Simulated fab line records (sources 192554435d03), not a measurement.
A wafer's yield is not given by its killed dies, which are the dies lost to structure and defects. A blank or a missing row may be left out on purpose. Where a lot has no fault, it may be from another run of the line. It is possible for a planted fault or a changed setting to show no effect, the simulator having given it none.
fab line records -- flow n5-finfet
record: lots: 9, wafers: 27, last-day: 16
route steps=1938 shown BEOL_M4@1111 BEOL_M12@1634 PASSIVATION@1936
lots with no fault: from the same line, run without faults
start-h: hours from the record's opening day to when the first of the lot's shown wafers began -- wait-h: time in hours since the lot's previous step -- " the same as in the row above -- L1.1+2: a single row standing in for several wafers -- - no value, or no start given -- * or withheld: withheld -- < > ~ a bound
route shown NAME@n: a module of which the file shows steps, and the number in the route of the first -- usual: average and standard deviation across the fault-free wafers -- same: alike in all rows -- chamber/n: place in a boat -- sites: each site's reading -- _std_site: standard deviation of those values -- _edge_site: the outer-site mean with the inner-site mean subtracted -- radius-mm: for every site, how far away it sits from the centre of the wafer -- mask NAME#n: copy n -- behind: the most recent tool/chamber to have shaped the wafer -- hold: the reason the lot was held/the length of the hold in hours/how it ended -- device: the n, p or np transistor that did not switch -- end of line: the tests these same wafers got at the end of their route -- step lacking rows: just its recipe -- killed: not the wafer's yield, but the dies lost to structure and defects at the first sort -- map: the dies of a wafer, with x for killed, . for not killed, _ for no die there
set.NAME: the setting as run; set.NAME@STEP: as run at that earlier step -- model.NAME: the simulator's own value behind a step, which no gauge read
the route's steps for a sample of lots (tables are steps, rows are wafers)
services: a tool's chamber out of use, with start hour (start-h, from the record's first day; less than 0 if before it), hours out, and reason
== steps ==
step: N5_BEOL_M4_RC_MEAS_101
usual: DIBL_N: 36.4/1.5, DIBL_P: 35.8/1.7, IOFF_N: 0.154/0.022, IOFF_P: 0.21/0.031, ION_N: 672/8.8, ION_P: 462/7.2, SS_N: 71.5/0.53, SS_P: 73.2/0.62, VT_N: 250.4/2.5, VT_P: -250/3.5
lot.wafer,tool,chamber,start-h,wait-h,DIBL_N[mV/V],DIBL_P[mV/V],IOFF_N[nA/um],IOFF_P[nA/um],ION_N[uA/um],ION_P[uA/um],SS_N[mV/dec],SS_P[mV/dec],VT_N[mV],VT_P[mV]
L615.2,prober-01,0,171.15,0.2,37.2,36.9,0.157,0.24,676,464,71.4,73.3,248.2,-248
L615.4,prober-01,0,171.15,0.2,38.6,38.1,0.177,0.26,668,462,71.9,73.2,253.6,-247
L615.5,prober-01,0,171.15,0.2,37.5,36.5,0.162,0.23,657,459,71.5,73.3,249.9,-248
L618.1,prober-01,0,177.42,0.0,37.4,38.2,0.182,0.22,675,460,72.1,73.6,249.3,-251
L618.4,prober-01,0,177.42,0.0,35.8,36.6,0.152,0.19,682,459,71.3,73.2,250.6,-253
L618.6,prober-01,0,177.42,0.0,36.6,37.7,0.165,0.20,667,455,71.5,73.8,246.8,-253
L617.1,prober-02,0,186.91,0.0,37.5,37.0,0.171,0.19,671,453,71.6,73.5,251.9,-253
L617.3,prober-02,0,186.91,0.0,35.3,35.4,0.139,0.17,667,457,71.5,72.9,252.9,-256
L617.4,prober-02,0,186.91,0.0,36.6,36.1,0.158,0.17,682,453,71.3,73.1,249.6,-255
L623.2,prober-01,0,246.43,0.2,37.1,36.8,0.153,0.19,664,449,71.8,73.2,253.2,-255
L623.5,prober-01,0,246.43,0.2,35.9,35.9,0.133,0.18,659,456,71.8,73.1,252.5,-252
L623.6,prober-01,0,246.43,0.2,34.3,34.1,0.112,0.16,663,458,71.4,72.6,255.3,-252
L627.3,prober-02,0,246.72,0.3,39.8,39.2,0.216,0.27,676,465,72.6,75.1,247.0,-246
L627.4,prober-02,0,246.72,0.3,39.0,38.7,0.187,0.26,681,469,72.3,74.7,247.1,-246
L627.6,prober-02,0,246.72,0.3,37.7,37.4,0.174,0.23,677,469,71.6,74.1,245.2,-249
L622.4,prober-01,0,247.67,0.7,36.3,37.0,0.138,0.22,667,464,70.6,72.6,252.3,-249
L622.5,prober-01,0,247.67,0.7,36.8,37.3,0.147,0.22,666,465,71.3,73.3,250.6,-247
L622.6,prober-01,0,247.67,0.7,36.4,37.7,0.150,0.22,674,465,71.2,73.1,250.0,-245
L626.4,prober-02,0,252.37,0.5,36.7,36.6,0.148,0.18,672,453,72.1,73.4,252.0,-254
L626.5,prober-02,0,252.37,0.5,34.8,34.5,0.118,0.16,642,444,71.1,72.6,254.9,-255
L626.6,prober-02,0,252.37,0.5,37.6,37.8,0.172,0.20,685,465,71.5,74.0,248.0,-252
L629.1,prober-01,0,283.14,0.0,35.9,36.6,0.159,0.20,665,456,72.0,73.6,249.8,-255
L629.4,prober-01,0,283.14,0.0,34.9,36.3,0.158,0.21,678,465,70.8,73.4,247.3,-250
L629.6,prober-01,0,283.14,0.0,35.6,36.3,0.160,0.20,676,460,71.3,73.5,253.7,-251
L631.1,prober-02,0,285.00,0.0,35.7,34.0,0.140,0.22,665,466,71.0,72.2,254.9,-248
L631.2,prober-02,0,285.00,0.0,35.2,35.1,0.140,0.23,661,467,71.2,72.9,252.9,-247
L631.3,prober-02,0,285.00,0.0,36.8,36.5,0.166,0.26,679,473,71.3,73.4,251.1,-244
step: N5_BEOL_M12_INSPECT_30
recipe: mode: adi, inspect-instrument: macro
usual: raw-defect-count: 2.2/1.5
lot.wafer,tool,chamber,start-h,wait-h,raw-defect-count
L615.2,defect-inspect-02,-,238.89,0.0,3
L615.4,defect-inspect-02,-,238.89,0.0,1
L615.5,defect-inspect-02,-,238.89,0.0,6
L618.1,defect-inspect-02,-,248.81,0.0,1
L618.4,defect-inspect-02,-,248.81,0.0,2
L618.6,defect-inspect-02,-,248.81,0.0,2
L617.1,defect-inspect-02,-,252.15,0.0,3
L617.3,defect-inspect-02,-,252.15,0.0,2
L617.4,defect-inspect-02,-,252.15,0.0,2
L627.3,defect-inspect-01,-,318.10,0.0,2
L627.4,defect-inspect-01,-,318.10,0.0,2
L627.6,defect-inspect-01,-,318.10,0.0,1
L623.2,defect-inspect-02,-,321.12,0.0,2
L623.5,defect-inspect-02,-,321.12,0.0,3
L623.6,defect-inspect-02,-,321.12,0.0,2
L622.4,defect-inspect-01,-,323.51,0.0,2
L622.5,defect-inspect-01,-,323.51,0.0,2
L622.6,defect-inspect-01,-,323.51,0.0,1
L626.4,defect-inspect-01,-,326.05,0.0,1
L626.5,defect-inspect-01,-,326.05,0.0,3
L626.6,defect-inspect-01,-,326.05,0.0,3
L629.1,defect-inspect-02,-,348.26,0.0,2
L629.4,defect-inspect-02,-,348.26,0.0,4
L629.6,defect-inspect-02,-,348.26,0.0,4
L631.1,defect-inspect-02,-,360.14,0.0,4
L631.2,defect-inspect-02,-,360.14,0.0,1
L631.3,defect-inspect-02,-,360.14,0.0,3
step: N5_BEOL_M12_TRENCH_ETCH_34
recipe: chemistry: C4F8/O2/Ar, target: SiOC, target-depth-a: 3189.5, mask-material: SOC, pressure-mtorr: 30, source-w: 3000, bias-w: 700, Ar_flow_sccm: 400, C4F8_flow_sccm: 15, O2_flow_sccm: 8, he-inner-torr: 15, he-outer-torr: 30, time-s: 125.5, ion-energy-ev: 250
usual: C4F8_flow_sccm: 15.00/0.049, O2_flow_sccm: 8.000/0.023, drypump-motor-current-A: 5.6/0.39, oes-product-au: 0.80/0.09, rf-fwd-power-W: 2989/9.7, rf-vpp-V: 666/4, showerhead-plenum-p-Torr: 3.43/0.14, throttle-valve-pct: 24.26/0.24
lot.wafer,tool,chamber,start-h,wait-h,C4F8_flow_sccm,O2_flow_sccm,drypump-motor-current-A,oes-product-au,rf-fwd-power-W,rf-hours-counter-h,rf-vpp-V,showerhead-plenum-p-Torr,throttle-valve-pct
L615.2,rie-diel-01,2,239.29,0.0,15.00,7.975,4.9,0.72,2990,200,658,3.15,24.47
L615.4,rie-diel-01,3,239.29,0.0,14.96,8.018,5.6,0.89,3009,-,667,3.49,24.21
L615.5,rie-diel-01,1,239.29,0.0,15.04,7.984,5.3,0.77,2991,-,661,3.29,24.42
L618.1,rie-diel-06,3,249.21,0.0,14.99,7.975,6.3,0.87,2992,59,663,3.34,24.07
L618.4,rie-diel-06,2,249.21,0.0,15.04,8.023,5.9,0.67,2987,233,665,3.39,24.44
L618.6,rie-diel-06,3,249.21,0.0,14.98,7.987,6.3,0.87,2984,-,663,3.34,24.06
L617.1,rie-diel-06,2,252.55,0.0,15.06,8.014,5.9,0.67,2977,235,664,3.39,24.46
L617.3,rie-diel-06,3,252.55,0.0,14.90,7.987,6.3,0.87,2979,61,663,3.34,24.08
L617.4,rie-diel-06,0,252.55,0.0,15.00,8.009,5.7,0.80,2994,97,672,3.59,24.20
L627.3,rie-diel-02,0,318.50,0.0,15.06,7.997,5.9,0.75,2982,168,669,3.55,24.53
L627.4,rie-diel-02,1,318.50,0.0,15.06,8.019,5.4,0.76,2987,144,668,3.55,24.52
L627.6,rie-diel-02,3,318.50,0.0,15.04,8.014,5.7,0.70,2997,-,664,3.36,24.00
L623.2,rie-diel-01,2,321.51,0.0,15.00,7.975,4.9,0.69,3005,229,657,3.13,24.50
L623.5,rie-diel-01,3,321.51,0.0,14.92,7.981,5.6,0.84,2972,-,667,3.47,24.25
L623.6,rie-diel-01,0,321.51,0.0,15.00,7.961,5.0,0.93,2994,-,671,3.61,23.89
L622.4,rie-diel-02,0,323.91,0.0,15.02,8.010,5.9,0.75,2996,171,669,3.54,24.54
L622.5,rie-diel-02,3,323.91,0.0,15.02,8.016,5.8,0.70,2982,-,664,3.36,23.99
L622.6,rie-diel-02,2,323.91,0.0,14.99,7.981,5.4,0.93,2982,-,664,3.35,24.03
L626.4,rie-diel-02,0,326.44,0.0,14.98,7.987,5.9,0.75,2976,172,669,3.54,24.54
L626.5,rie-diel-02,0,326.44,0.0,15.04,7.983,5.9,0.75,3004,-,669,3.54,24.54
L626.6,rie-diel-02,1,326.44,0.0,14.93,8.039,5.4,0.75,2983,-,670,3.55,24.53
L629.1,rie-diel-06,2,348.67,0.0,-,-,-,-,-,-,-,-,-
L629.4,rie-diel-06,0,348.67,0.0,-,-,-,-,-,-,-,-,-
L629.6,rie-diel-06,1,348.67,0.0,-,-,-,-,-,-,-,-,-
L631.1,rie-diel-06,2,360.56,0.0,-,-,-,-,-,-,-,-,-
L631.2,rie-diel-06,1,360.56,0.0,-,-,-,-,-,-,-,-,-
L631.3,rie-diel-06,3,360.56,0.0,-,-,-,-,-,-,-,-,-
step: N5_BEOL_M12_OCD_MEAS_35
usual: trench-depth-nm: 319/4
lot.wafer,tool,chamber,start-h,wait-h,trench-depth-nm
L615.2,ocd-02,-,239.44,0.0,317
L615.4,ocd-02,-,239.44,0.0,320
L615.5,ocd-02,-,239.44,0.0,320
L618.1,ocd-02,-,249.36,0.0,323
L618.4,ocd-02,-,249.36,0.0,317
L618.6,ocd-02,-,249.36,0.0,323
L617.1,ocd-02,-,252.71,0.0,315
L617.3,ocd-02,-,252.71,0.0,324
L617.4,ocd-02,-,252.71,0.0,320
L627.3,ocd-01,-,318.66,0.0,317
L627.4,ocd-01,-,318.66,0.0,320
L627.6,ocd-01,-,318.66,0.0,311
L623.2,ocd-02,-,321.67,0.0,316
L623.5,ocd-02,-,321.67,0.0,317
L623.6,ocd-02,-,321.67,0.0,322
L622.4,ocd-01,-,324.07,0.0,316
L622.5,ocd-01,-,324.07,0.0,321
L622.6,ocd-01,-,324.07,0.0,329
L626.4,ocd-02,-,326.60,0.0,313
L626.5,ocd-02,-,326.60,0.0,313
L626.6,ocd-02,-,326.60,0.0,316
L629.1,ocd-01,-,348.82,0.0,0
L629.4,ocd-01,-,348.82,0.0,0
L629.6,ocd-01,-,348.82,0.0,0
L631.1,ocd-01,-,360.71,0.0,0
L631.2,ocd-01,-,360.71,0.0,0
L631.3,ocd-01,-,360.71,0.0,0
step: N5_BEOL_M12_STRIP_37
recipe: chemistry: N2/H2, power-w: 1000, temp-c: 250, h2-frac: 0.65, overash-fraction: 0.3, pressure-mtorr: withheld, n2-flow-sccm: 1750, h2-flow-sccm: 3250
usual: drypump-motor-current-A: 5.7/0.37, heater-power-w: 340/19, oes-product-au: 0.791/0.0099, temp-c: 250.03/0.19
lot.wafer,tool,chamber,start-h,wait-h,drypump-motor-current-A,heater-power-w,oes-product-au,rf-hours-counter-h,temp-c
L615.2,plasma-asher-02,1,239.48,0.0,5.2,345,0.804,126,250.30
L615.4,plasma-asher-02,0,239.48,0.0,5.4,313,0.770,-,249.99
L615.5,plasma-asher-02,1,239.48,0.0,5.2,353,0.782,-,250.07
L618.1,plasma-asher-01,1,249.41,0.0,6.2,334,0.787,71,249.91
L618.4,plasma-asher-01,1,249.41,0.0,6.2,338,0.801,-,249.92
L618.6,plasma-asher-01,0,249.41,0.0,5.6,361,0.781,-,249.93
L617.1,plasma-asher-01,0,252.80,0.1,5.5,370,0.773,72,249.95
L617.3,plasma-asher-01,1,252.80,0.1,6.2,330,0.797,-,249.58
L617.4,plasma-asher-01,0,252.80,0.1,5.6,360,0.796,-,249.98
L627.3,plasma-asher-02,0,318.72,0.1,5.4,320,0.797,-,249.75
L627.4,plasma-asher-02,1,318.72,0.1,5.1,354,0.779,-,250.12
L627.6,plasma-asher-02,1,318.72,0.1,5.1,343,0.790,-,250.06
L623.2,plasma-asher-01,1,321.71,0.0,6.2,324,0.792,87,249.84
L623.5,plasma-asher-01,0,321.71,0.0,5.6,366,0.792,-,250.33
L623.6,plasma-asher-01,1,321.71,0.0,6.2,327,0.799,-,249.84
L622.4,plasma-asher-01,1,324.13,0.1,6.2,328,0.817,-,250.16
L622.5,plasma-asher-01,0,324.13,0.1,5.5,363,0.776,-,250.08
L622.6,plasma-asher-01,1,324.13,0.1,6.2,331,0.811,-,250.15
L626.4,plasma-asher-02,1,326.66,0.1,5.1,345,0.802,-,250.33
L626.5,plasma-asher-02,0,326.66,0.1,5.4,310,0.787,-,250.33
L626.6,plasma-asher-02,1,326.66,0.1,5.2,345,0.806,-,250.24
L629.1,plasma-asher-01,0,348.86,0.0,5.6,367,0.776,93,249.93
L629.4,plasma-asher-01,0,348.86,0.0,5.6,358,0.783,-,249.94
L629.6,plasma-asher-01,0,348.86,0.0,5.5,361,0.786,-,250.03
L631.1,plasma-asher-01,0,360.75,0.0,5.5,357,0.794,96,250.07
L631.2,plasma-asher-01,1,360.75,0.0,6.1,330,0.777,96,250.32
L631.3,plasma-asher-01,0,360.75,0.0,5.5,360,0.793,-,250.40
step: N5_BEOL_M12_SPUTTER_44
recipe: material: Ta, target-thk-a: 100, temp-c: 50, bias-v: 80, power-w: 15000, chamber-pressure-pa: 0.07, time-s: 16.13
usual: chamber-pressure-pa: 0.07001/0.00015, throttle-valve-pct: 29.9/1.3
lot.wafer,tool,chamber,start-h,wait-h,chamber-pressure-pa,throttle-valve-pct
L615.2,pvd-sputter-03,-,241.80,0.0,0.07003,30.6
L615.4,pvd-sputter-03,-,241.80,0.0,0.06984,31.7
L615.5,pvd-sputter-03,-,241.80,0.0,0.07008,28.6
L618.1,pvd-sputter-03,-,249.93,0.0,0.06986,28.2
L618.4,pvd-sputter-03,-,249.93,0.0,0.06992,32.0
L618.6,pvd-sputter-03,-,249.93,0.0,0.06985,28.1
L617.1,pvd-sputter-01,-,257.99,0.0,0.06999,31.2
L617.3,pvd-sputter-01,-,257.99,0.0,0.06991,30.2
L617.4,pvd-sputter-01,-,257.99,0.0,0.06989,30.9
L627.3,pvd-sputter-03,-,319.60,0.0,0.07008,30.7
L627.4,pvd-sputter-03,-,319.60,0.0,0.06995,28.2
L627.6,pvd-sputter-03,-,319.60,0.0,0.07025,30.7
L623.2,pvd-sputter-02,-,322.50,0.0,0.07028,29.4
L623.5,pvd-sputter-02,-,322.50,0.0,0.06989,30.7
L623.6,pvd-sputter-02,-,322.50,0.0,0.06973,29.5
L622.4,pvd-sputter-01,-,325.98,0.0,0.07016,31.1
L622.5,pvd-sputter-01,-,325.98,0.0,0.0702,29.1
L622.6,pvd-sputter-01,-,325.98,0.0,0.07005,30.1
L626.4,pvd-sputter-03,-,329.46,0.0,0.07013,30.5
L626.5,pvd-sputter-03,-,329.46,0.0,0.07005,28.3
L626.6,pvd-sputter-03,-,329.46,0.0,0.06991,31.8
L629.1,pvd-sputter-02,-,350.08,0.0,0.07001,30.6
L629.4,pvd-sputter-02,-,350.08,0.0,0.07012,29.1
L629.6,pvd-sputter-02,-,350.08,0.0,0.07012,29.6
L631.1,pvd-sputter-03,-,363.84,0.0,0.06996,28.0
L631.2,pvd-sputter-03,-,363.84,0.0,0.07002,28.4
L631.3,pvd-sputter-03,-,363.84,0.0,0.07013,31.6
step: N5_PASSIVATION_PROBE_49
usual: defect-limited-yield: 91.5/1.4, killed_at_M0_to_M3: 32/9.8, killed_at_M4_up: 13/5.3, killed-at-contacts: 13/6.4, killed-at-front-end: 39/10, killed-at-other: 3.1/2.5, killed-dies: 100/17, killed-on-rim: 13/3.9, killed-open: 65/13, killed-short: 33/7.7, sort_bin_5_function: 5.0/0.93, sort_bin_6_memory: 3.2/0.69, sort-n-pass: 1080/17, sort-yield-pct: 91.5/1.4
same: gross-dies: 1180, killed-at-back-side: 0, sort_bin_4_leakage[%]: 0, sort_bin_8_speed[%]: 0
lot.wafer,tool,chamber,start-h,wait-h,defect-limited-yield[%],killed_at_M0_to_M3,killed_at_M4_up,killed-at-contacts,killed-at-front-end,killed-at-other,killed-dies,killed-on-rim,killed-open,killed-short,sort_bin_5_function[%],sort_bin_6_memory[%],sort-n-pass,sort-yield-pct[%]
L618.1,prober-02,-,289.70,0.0,93.1,16,13,14,37,1,81,12,56,24,4.0,2.7,1099,93.1
L618.4,prober-02,-,289.85,0.2,92.9,24,14,4,36,6,84,10,57,26,4.0,3.0,1096,92.9
L618.6,prober-02,-,289.95,0.3,93.4,40,4,5,28,1,78,7,41,37,4.2,1.9,1102,93.4
L629.1,prober-02,-,381.53,0.0,0,29,1066,15,68,2,1180,152,76,43,95.8,3.6,0,0
L629.4,prober-02,-,381.68,0.2,0,35,1070,17,55,3,1180,152,78,41,95.4,4.2,0,0
L629.6,prober-02,-,381.78,0.3,0,30,1088,17,44,1,1180,152,59,40,96.8,3.1,0,0
L631.1,prober-02,-,394.50,0.0,0,28,1110,18,22,2,1180,152,68,17,97.6,2.1,0,0
L631.2,prober-02,-,394.55,0.1,0,52,1058,19,47,4,1180,152,86,45,94.8,4.9,0,0
L631.3,prober-02,-,394.60,0.1,0,28,1096,17,36,3,1180,152,68,33,96.6,2.9,0,0
killed by level:class
L618.1 STI_FIN_REVEAL:geometric-particle:open=13 MOL_CONTACT_COAG:geometric-particle:open=11 FIN_SAQP:geometric-particle:short=7 BEOL_M5:geometric-particle:open=7 STARTING-WAFER:geometric-particle:open=6 BEOL_M0_SAQP:geometric-particle:open=5 MOL_CONTACT_COAG:geometric-particle:short=3 STARTING-WAFER:geometric-particle:short=3
L618.4 FIN_SAQP:geometric-particle:short=7 FIN_SAQP:geometric-particle:open=7 BEOL_M0_SAQP:geometric-particle:short=5 BEOL_M0_SAQP:geometric-particle:open=5 BEOL_M1:geometric-particle:open=5 BEOL_M2:geometric-particle:open=5 STI_FIN_REVEAL:geometric-particle:open=4 STARTING-WAFER:geometric-particle:open=4
L618.6 FIN_SAQP:geometric-particle:short=15 BEOL_M0_SAQP:geometric-particle:short=11 BEOL_M3:geometric-particle:open=10 FIN_SAQP:geometric-particle:open=6 MOL_CONTACT_COAG:geometric-particle:open=5 BEOL_M0_SAQP:geometric-particle:open=4 BEOL_M3:geometric-particle:short=3 ILD0:geometric-particle:open=3
L629.1 BEOL_M12:area-etch=1058 FIN_SAQP:geometric-particle:open=26 MOL_CONTACT_COAG:geometric-particle:open=13 FIN_SAQP:geometric-particle:short=12 BEOL_M0_SAQP:geometric-particle:short=12 BEOL_M0_SAQP:geometric-particle:open=10 GATE_CUT:geometric-particle:short=6 STI_FIN_REVEAL:geometric-particle:open=5
L629.4 BEOL_M12:area-etch=1059 MOL_CONTACT_COAG:geometric-particle:open=16 STI_FIN_REVEAL:geometric-particle:open=14 FIN_SAQP:geometric-particle:short=13 BEOL_M0_SAQP:geometric-particle:open=13 BEOL_M0_SAQP:geometric-particle:short=13 FIN_SAQP:geometric-particle:open=7 BEOL_M5:geometric-particle:open=5
L629.6 BEOL_M12:area-etch=1078 FIN_SAQP:geometric-particle:open=15 MOL_CONTACT_COAG:geometric-particle:open=13 FIN_SAQP:geometric-particle:short=10 BEOL_M1:geometric-particle:open=8 BEOL_M2:geometric-particle:open=5 BEOL_M3:geometric-particle:open=5 MOL_CONTACT_COAG:geometric-particle:short=4
L631.1 BEOL_M12:area-etch=1094 MOL_CONTACT_COAG:geometric-particle:open=15 BEOL_M4:geometric-particle:open=10 BEOL_M2:geometric-particle:open=8 BEOL_M1:geometric-particle:open=6 FIN_SAQP:geometric-particle:short=4 FIN_SAQP:geometric-particle:open=4 STI_FIN_REVEAL:geometric-particle:open=4
L631.2 BEOL_M12:area-etch=1049 MOL_CONTACT_COAG:geometric-particle:open=15 BEOL_M2:geometric-particle:open=13 FIN_SAQP:geometric-particle:short=11 FIN_SAQP:geometric-particle:open=10 DUMMY_GATE:geometric-particle:open=9 BEOL_M0_SAQP:geometric-particle:open=9 BEOL_M3:geometric-particle:short=8
L631.3 BEOL_M12:area-etch=1077 MOL_CONTACT_COAG:geometric-particle:open=13 BEOL_M3:geometric-particle:open=12 STI_FIN_REVEAL:geometric-particle:open=9 BEOL_M4:geometric-particle:open=7 BEOL_M5:geometric-particle:open=6 BEOL_M0_SAQP:geometric-particle:short=5 BEOL_M3:geometric-particle:short=5
== services ==
tool,chamber,start-h,hours,kind
plasma-asher-02,-,216.24,0.7,repair
plasma-asher-01,-,220.51,2.3,repair
rie-diel-01,0,237.25,-,clean
rie-diel-01,0,237.25,-,consumable-replace:focus-ring
rie-diel-01,0,237.25,-,consumable-replace:showerhead
rie-diel-02,2,237.85,-,clean
rie-diel-02,2,237.85,-,consumable-replace:focus-ring
rie-diel-02,2,237.85,13.9,scheduled-down
rie-diel-02,2,237.85,13.9,vent-cycle
rie-diel-06,0,243.05,2.5,repair
plasma-asher-02,-,247.06,14.6,pm
rie-diel-02,0,263.26,1.9,repair
rie-diel-06,1,298.54,10.2,repair
rie-diel-06,2,308.72,-,clean
rie-diel-06,2,308.72,-,consumable-replace:focus-ring
rie-diel-06,2,308.72,27.9,scheduled-down
rie-diel-06,2,308.72,27.9,vent-cycle
plasma-asher-02,-,313.98,4.0,repair
rie-diel-06,0,323.67,8.7,repair
rie-diel-02,3,339.30,-,clean
rie-diel-02,3,339.30,-,consumable-replace:focus-ring
rie-diel-02,3,339.30,19.9,scheduled-down
rie-diel-02,3,339.30,19.9,vent-cycle
rie-diel-06,-,346.62,0.7,repair
== key ==
first-sign: step: N5_BEOL_M12_TRENCH_ETCH_34, reading: tool-record, direction: missing
effect: step: N5_BEOL_M12_OCD_MEAS_35, reading: trench-depth-nm, direction: down, sigmas: 80, usual: 319, struck: 0
effect: step: N5_PASSIVATION_PROBE_49, reading: killed_at_M4_up, direction: up, sigmas: 99+, usual: 13, struck: 1081
more-kills-born-at: N5_BEOL_M12_TRENCH_ETCH_34@rie-diel-06: 6415
met-at N5_BEOL_M12_TRENCH_ETCH_34
struck-lots L629,L631
later-rows-left-out L629.1,L629.4,L629.6,L631.1,L631.2,L631.3
not-acting-at N5_BEOL_M12_INSPECT_30,N5_BEOL_M12_STRIP_37,N5_BEOL_M12_SPUTTER_44
onset-between 252.55 348.67
fault: kind: skipped-step-whole, tool: rie-diel-06, chamber: -, onset-h: 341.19, steps: N5_BEOL_M12_TRENCH_ETCH_34, scope: struck-lots-only
later-rows-left-out: the simulator's readings of these wafers behind a module that went badly wrong aren't trusted and aren't shown, but for the sort
